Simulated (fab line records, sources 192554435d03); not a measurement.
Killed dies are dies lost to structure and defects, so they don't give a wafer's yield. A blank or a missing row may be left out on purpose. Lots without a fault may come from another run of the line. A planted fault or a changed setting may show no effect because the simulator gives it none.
One fault seen from 2 desks | flow n5_finfet | each desk has only its own numbers; what lay behind them comes last

THE METROLOGY DESK
What the gauges read, lot by lot, whatever tool the lot ran on: means of the sampled wafers that have a number. A lot is out of limits, marked OUT, if its mean lies more than 4 standard deviations from the usual mean; the brackets give that distance. Of its 11 readings 7 are shown: those that lie furthest out on some lot.
Columns: A = cd_nm at N5_FIN_SAQP_CD_MEAS_16, usual 35.51 nm; B = DIBL_N at N5_BEOL_M4_RC_MEAS_101, usual 36.5 mV/V; C = DIBL_P at N5_BEOL_M4_RC_MEAS_101, usual 36.6 mV/V; D = IOFF_N at N5_BEOL_M4_RC_MEAS_101, usual 0.160 nA/um; E = IOFF_P at N5_BEOL_M4_RC_MEAS_101, usual 0.217 nA/um; F = ION_N at N5_BEOL_M4_RC_MEAS_101, usual 674 uA/um; G = VT_N at N5_BEOL_M4_RC_MEAS_101, usual 250.0 mV
lot  | first seen here | A     | B    | C    | D     | E     | F   | G
L421 | day 1 22:26     | 35.75 | 38.1 | 37.7 | 0.170 | 0.235 | 675 | 250.1
L426 | day 3 03:27     | 35.30 | 37.5 | 38.2 | 0.186 | 0.225 | 683 | 249.5
L428 | day 3 17:13     | 35.39 | 37.2 | 36.1 | 0.161 | 0.233 | 670 | 250.8
L431 | day 4 09:36     | 35.46 | 37.9 | 36.9 | 0.187 | 0.236 | 681 | 246.4
L433 | day 4 22:13     | 35.87 | 36.5 | 36.0 | 0.149 | 0.220 | 674 | 250.2
L438 | day 6 04:30     | 35.43 | 35.7 | 35.1 | 0.122 | 0.179 | 661 | 254.0
L439 | day 6 09:52     | 35.36 | 36.2 | 38.2 | 0.162 | 0.217 | 669 | 250.2
L443 | day 7 09:33     | 35.64 | 36.2 | 38.6 | 0.169 | 0.215 | 680 | 249.5
L444 | day 7 15:07     | 35.39 | 36.7 | 36.3 | 0.169 | 0.218 | 680 | 248.0
This desk's finding: nothing out of limits on any of the 9 lots.

THE TOOL OWNER'S DESK: rie_diel-02
The tool's own readings at N5_FIN_SAQP_ETCH_52 (etches SOC in N2/H2, target depth 100 nm, overetch 20 nm, time 150 s): means of the sampled wafers that have a number, for each lot that ran on this tool. A lot is out of limits, marked OUT, if its mean lies more than 4 standard deviations from the usual mean; the brackets give that distance. Of its 9 readings 7 are shown: the one that was out of limits first, and those that lie furthest out on some lot.
Columns: A = chamber_pressure_mTorr at N5_FIN_SAQP_ETCH_52, usual 29.995 mTorr; B = drypump_motor_current_A at N5_FIN_SAQP_ETCH_52, usual 5.8 A; C = rf_fwd_power_W at N5_FIN_SAQP_ETCH_52, usual 836.4 W; D = rf_vpp_V at N5_FIN_SAQP_ETCH_52, usual 524.6 V; E = showerhead_plenum_p_Torr at N5_FIN_SAQP_ETCH_52, usual 2.57 Torr; F = temp_c at N5_FIN_SAQP_ETCH_52, usual 40.02 C; G = throttle_valve_pct at N5_FIN_SAQP_ETCH_52, usual 17.89 %
lot  | first seen here | A      | B   | C               | D                | E    | F     | G
L421 | day 1 23:01     | 30.007 | 6.0 | 836.2           | 523.5            | 2.51 | 40.01 | 17.75
L428 | day 3 17:24     | 29.998 | 6.0 | 839.3           | 522.5            | 2.51 | 39.94 | 17.78
L431 | day 4 09:47     | 30.018 | 5.9 | 766.7 (-27) OUT | 539.9 (+5.7) OUT | 2.52 | 40.03 | 17.68
L443 | day 7 10:20     | 29.980 | 6.1 | 836.6           | 524.8            | 2.58 | 40.07 | 17.76
This desk's finding: out of limits on L431; first on L431, day 4 09:47 (rf_fwd_power_W at N5_FIN_SAQP_ETCH_52). In limits: L421, L428, L443.

PUT TOGETHER
The tool owner's desk could have raised an alarm at day 4 09:47, on L431.
The metrology desk saw nothing out of limits.
The metrology desk has L431 on record, within its limits.
Of the lots named, all ran N5_FIN_SAQP_ETCH_52 on rie_diel-02.

WHAT THE SIMULATOR HAD PUT IN
Process parameter drift: rie_diel-02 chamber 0, from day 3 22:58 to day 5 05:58, at N5_FIN_SAQP_ETCH_52. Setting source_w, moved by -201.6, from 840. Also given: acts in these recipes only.
Lots struck among those shown: L431.
Hours from the fault's start to each desk's first reading out of limits: the tool owner's desk, 11.
